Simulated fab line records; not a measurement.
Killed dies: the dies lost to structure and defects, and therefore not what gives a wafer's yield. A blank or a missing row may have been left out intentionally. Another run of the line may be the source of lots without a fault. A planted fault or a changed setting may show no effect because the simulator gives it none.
fab line records	flow nandHarc	part 2 of 2: steps 5 to 6 of 6
[record] lots = 21	wafers = 63	lastDay = 34
route steps=1302 shown A_CHANNEL_HOLE_D2@587 A_STAIRCASE@677
lots that met no fault: from a run of the same line without faults
startH: hours from the record's first day to the start of the lot's first wafer shown	waitH: hours from the lot's prior step to this one	" identical to the entry in the row above	L1.1+2: several wafers, shown together as one row	- no value present, or no start provided	* or withheld: withheld	< > ~ a bound
route shown NAME@n: names a module that has steps shown in the file, with the first one's number in the route	usual: average and standard deviation across the fault-free wafers	same: alike in all rows	chamber/n: place in a boat	sites: the reading at each site	_std_site: how widely they spread, as a standard deviation	_edge_site: mean of outer sites minus mean of inner sites	radiusMm: how far each site lies from the wafer's centre	mask NAME#n: copy n	behind: the most recent tool/chamber to have shaped the wafer	hold: what put the lot on hold/how long, in hours/how the hold closed	device: which transistor (n, p or np) failed to switch	end of line: tests of these same wafers at the route's end	a step given without rows: its recipe and nothing more	killed: not the wafer's yield, but the dies lost to structure and defects at the first sort	map: the dies of a wafer, with x for killed, . for not killed, _ for no die there
set.NAME: the setting the step ran with; set.NAME@STEP: the setting that earlier step ran with	model.NAME: the simulator's own value behind a step, which no gauge read
one table for each step of the route and one row for each wafer, over a sample of lots
services: the hour from which a tool's chamber was out of use, counted from the record's first day as startH (under 0 if before that day), plus the number of hours and why
[[steps]]
[step NHARC_A_STAIRCASE_ETCH_190]
[recipe] targetDepthA = 1000	timeS = 40.5	ionEnergyEv = 400	c4f8FlowSccm = 20	o2FlowSccm = 10	arFlowSccm = withheld	rfW = 600	biasW = 1000	chemistry = C4F8/O2
[usual] oesProductAu = 0.946/0.012	rfVppV = 898/5.6
lot.wafer	tool	chamber	startH	waitH	oesProductAu	rfHoursCounterH	rfVppV
L075.1	rieDiel-02	0	-	-	0.952	43	899
L075.4	"	1	"	"	0.948	45	896
L075.3	"	2	"	"	0.931	43	898
L074.3	rieDiel-12	2	-	-	0.939	20	890
L074.1	"	3	"	"	0.944	19	900
L074.5	"	1	"	"	0.925	-	901
L076.4	rieDiel-12	3	-	-	0.945	30	902
L076.1	"	1	"	"	0.942	31	900
L076.6	"	3	"	"	0.947	-	901
L078.4	rieDiel-02	0	-	-	0.948	55	900
L078.3	"	2	"	"	0.933	58	897
L078.6	"	3	"	"	0.955	-	903
L079.1	rieDiel-12	2	-	-	0.960	34	890
L079.4	"	3	"	"	0.957	36	900
L079.5	"	1	"	"	0.940	-	901
L077.3	rieDiel-04	0	-	-	0.961	11	893
L077.5	"	2	"	"	0.940	-	906
L077.6	"	3	"	"	0.943	-	904
L080.4	rieDiel-12	3	-	-	0.950	43	902
L080.2	"	1	"	"	0.934	44	901
L080.6	"	0	"	"	0.926	-	886
L081.4	rieDiel-04	0	-	-	0.959	18	893
L081.3	"	2	"	"	0.940	25	905
L081.5	"	1	"	"	0.933	-	905
L082.3	rieDiel-04	0	-	-	0.951	21	893
L082.5	"	1	"	"	0.920	-	906
L082.6	"	2	"	"	0.947	-	904
L084.3	rieDiel-12	2	-	-	0.951	0	888
L084.2	"	3	"	"	0.936	0	901
L084.6	"	2	"	"	0.944	-	891
L086.2	rieDiel-12	2	-	-	0.943	8	891
L086.5	"	3	"	"	0.949	-	900
L086.6	"	0	"	"	0.925	-	906
L087.3	rieDiel-12	3	-	-	0.961	8	900
L087.2	"	0	"	"	0.959	9	907
L087.6	"	1	"	"	0.947	-	898
L089.3	rieDiel-04	3	-	-	0.943	49	902
L089.4	"	0	"	"	0.974	44	895
L089.5	"	2	"	"	0.949	-	905
L088.3	rieDiel-02	3	-	-	0.949	35	900
L088.4	"	2	"	"	0.932	33	897
L088.6	"	3	"	"	0.942	-	900
L091.1	rieDiel-04	1	-	-	0.929	54	905
L091.4	"	2	"	"	0.943	56	905
L091.6	"	1	"	"	0.936	-	904
L090.3	rieDiel-12	1	-	-	0.938	24	900
L090.2	"	0	"	"	0.958	23	906
L090.6	"	2	"	"	0.949	-	892
L093.3	rieDiel-12	3	-	-	0.949	27	900
L093.2	"	0	"	"	0.960	30	906
L093.4	"	2	"	"	0.971	19	890
L094.4	rieDiel-12	2	-	-	0.943	28	889
L094.6	"	2	"	"	0.945	-	889
L094.5	"	3	"	"	0.955	-	900
L096.4	rieDiel-02	3	-	-	0.950	55	899
L096.1	"	2	"	"	0.932	54	896
L096.5	"	0	"	"	0.952	-	899
L095.2	rieDiel-04	3	-	-	0.943	5	903
L095.4	"	0	"	"	0.968	5	893
L095.5	"	3	"	"	0.955	-	900
L097.3	rieDiel-12	3	-	-	0.963	45	899
L097.1	"	1	"	"	0.934	55	897
L097.5	"	3	"	"	0.963	-	901
[step NHARC_A_STAIRCASE_TRIM_191]
[recipe] timeS = 211.2	o2FlowSccm = 500	arFlowSccm = 0	biasW = 0	chemistry = O2
[usual] drypumpMotorCurrentA = 5.9/0.51	oesProductAu = 1.002/0.01	rfVppV = 58.0/0.88	showerheadPlenumPTorr = 3.60/0.15	throttleValvePct = 17.037/0.008
lot.wafer	tool	chamber	startH	waitH	drypumpMotorCurrentA	oesProductAu	rfHoursCounterH	rfVppV	showerheadPlenumPTorr	throttleValvePct
L075.1	rieDiel-02	3	-	-	5.6	1.003	40	58.4	3.65	17.040
L075.4	"	0	"	"	6.7	0.978	43	57.8	3.64	17.030
L075.3	"	1	"	"	5.1	0.993	45	57.8	3.54	17.023
L074.3	rieDiel-12	3	-	-	5.9	1.010	19	57.3	3.68	17.035
L074.1	"	1	"	"	6.7	0.994	22	59.9	3.65	17.039
L074.5	"	3	"	"	5.9	1.017	-	57.9	3.68	17.039
L076.4	rieDiel-12	0	-	-	5.8	0.988	34	56.4	3.30	17.036
L076.1	"	3	"	"	5.9	1.007	30	59.1	3.67	17.029
L076.6	"	0	"	"	5.8	0.997	-	58.9	3.29	17.053
L078.4	rieDiel-02	2	-	-	5.5	0.995	58	57.2	3.55	17.019
L078.3	"	1	"	"	5.0	1.000	57	58.1	3.53	17.041
L078.6	"	2	"	"	5.5	0.988	-	58.1	3.55	17.030
L079.1	rieDiel-12	0	-	-	5.8	0.988	39	57.3	3.29	17.044
L079.4	"	1	"	"	6.7	0.989	36	57.2	3.64	17.047
L079.5	"	3	"	"	5.9	1.021	-	56.8	3.67	17.032
L077.3	rieDiel-04	2	-	-	6.3	0.996	13	57.9	3.80	17.038
L077.6	"	3	"	"	6.1	1.007	-	57.7	3.73	17.030
L077.5	"	0	"	"	5.3	1.028	-	58.5	3.46	17.035
L080.2	rieDiel-12	3	-	-	5.9	1.020	43	58.8	3.66	17.032
L080.4	"	0	"	"	5.8	0.996	46	58.0	3.29	17.021
L080.6	"	1	"	"	6.7	0.990	-	58.3	3.64	17.011
L081.3	rieDiel-04	2	-	-	6.3	1.003	25	57.9	3.79	17.037
L081.4	"	3	"	"	6.1	1.001	25	58.9	3.72	17.036
L081.5	"	1	"	"	6.0	0.986	-	57.9	3.80	17.024
L082.3	rieDiel-04	2	-	-	6.3	0.999	27	59.2	3.79	17.034
L082.6	"	2	"	"	6.3	0.998	-	58.6	3.79	17.037
L082.5	"	3	"	"	6.1	0.993	-	58.1	3.72	17.037
L084.3	rieDiel-12	0	-	-	5.8	0.999	0	58.9	3.81	17.046
L084.2	"	2	"	"	5.3	1.017	0	58.6	3.37	17.041
L084.6	"	0	"	"	5.8	1.005	-	58.7	3.81	17.037
L086.2	rieDiel-12	2	-	-	5.3	1.007	8	58.0	3.37	17.041
L086.5	"	0	"	"	5.8	1.001	-	59.3	3.80	17.050
L086.6	"	1	"	"	6.7	0.999	-	58.5	3.63	17.044
L087.2	rieDiel-12	1	-	-	6.7	1.000	11	57.4	3.62	17.060
L087.3	"	2	"	"	5.3	1.018	9	57.2	3.37	17.036
L087.6	"	1	"	"	6.7	0.994	-	58.9	3.62	17.049
L089.3	rieDiel-04	1	-	-	6.0	0.982	51	58.1	3.78	17.040
L089.4	"	0	"	"	5.3	1.009	44	56.0	3.44	17.031
L089.5	"	1	"	"	6.0	0.991	-	58.8	3.78	17.040
L088.3	rieDiel-02	2	-	-	5.5	0.999	33	57.7	3.53	17.040
L088.4	"	3	"	"	5.5	1.000	35	57.9	3.62	17.032
L088.6	"	1	"	"	5.1	0.991	-	57.5	3.51	17.041
L091.4	rieDiel-04	1	-	-	6.0	0.987	54	58.4	3.78	17.053
L091.1	"	2	"	"	6.3	1.001	56	59.9	3.78	17.030
L091.6	"	0	"	"	5.3	1.012	-	57.4	3.44	17.044
L090.3	rieDiel-12	0	-	-	5.8	1.004	23	59.4	3.79	17.039
L090.2	"	3	"	"	5.9	1.010	22	58.8	3.65	17.038
L090.6	"	0	"	"	5.8	1.011	-	58.6	3.79	17.039
L093.4	rieDiel-12	1	-	-	6.7	1.005	32	57.6	3.61	17.039
L093.3	"	3	"	"	5.9	1.004	27	58.4	3.64	17.034
L093.2	"	0	"	"	5.8	1.012	30	58.6	3.79	17.036
L094.4	rieDiel-12	0	-	-	5.8	1.016	37	58.8	3.79	17.043
L094.5	"	1	"	"	6.7	0.992	-	58.6	3.61	17.042
L094.6	"	2	"	"	5.3	1.009	-	57.0	3.36	17.036
L096.4	rieDiel-02	2	-	-	5.5	0.997	54	58.5	3.52	17.040
L096.1	"	0	"	"	6.7	0.990	57	58.8	3.60	17.040
L096.5	"	3	"	"	5.6	1.006	-	58.0	3.61	17.031
L095.2	rieDiel-04	1	-	-	6.0	1.007	6	58.8	3.77	17.042
L095.4	"	2	"	"	6.3	0.992	6	56.9	3.77	17.033
L095.5	"	1	"	"	6.1	1.008	-	58.8	3.77	17.040
L097.3	rieDiel-12	1	-	-	6.7	1.002	55	57.6	3.60	17.031
L097.1	"	2	"	"	5.3	1.016	40	56.1	3.35	17.038
L097.5	"	2	"	"	5.3	1.019	-	58.0	3.35	17.034
[[services]]
tool	chamber	startH	hours	kind
rieDiel-07	0	277.34	3.5	repair
rieDiel-04	1	299.48	4.0	repair
rieDiel-04	0	300.39	6.9	repair
rieDiel-12	3	310.16	3.6	repair
harEtch-01	-	313.12	0.8	repair
rieDiel-02	2	352.48	2.9	repair
rieDiel-04	0	354.57	4.2	repair
rieDiel-04	-	359.22	9.0	pm
rieDiel-02	-	371.02	0.4	repair
harEtch-02	-	377.00	17.0	pm
rieDiel-04	-	387.35	0.5	repair
rieDiel-02	-	397.36	9.0	pm
rieDiel-04	0	402.33	7.7	repair
rieDiel-02	-	416.53	0.6	repair
harEtch-01	-	445.87	4.8	repair
rieDiel-12	-	447.28	9.0	pm
rieDiel-02	3	455.29	2.5	repair
rieDiel-02	1	464.31	4.4	repair
rieDiel-12	2	499.02	10.7	repair
rieDiel-12	2	519.50	1.4	repair
rieDiel-04	-	536.33	9.0	pm
rieDiel-02	-	574.52	9.0	pm
harEtch-01	-	594.84	3.3	repair
rieDiel-12	3	596.29	4.9	repair
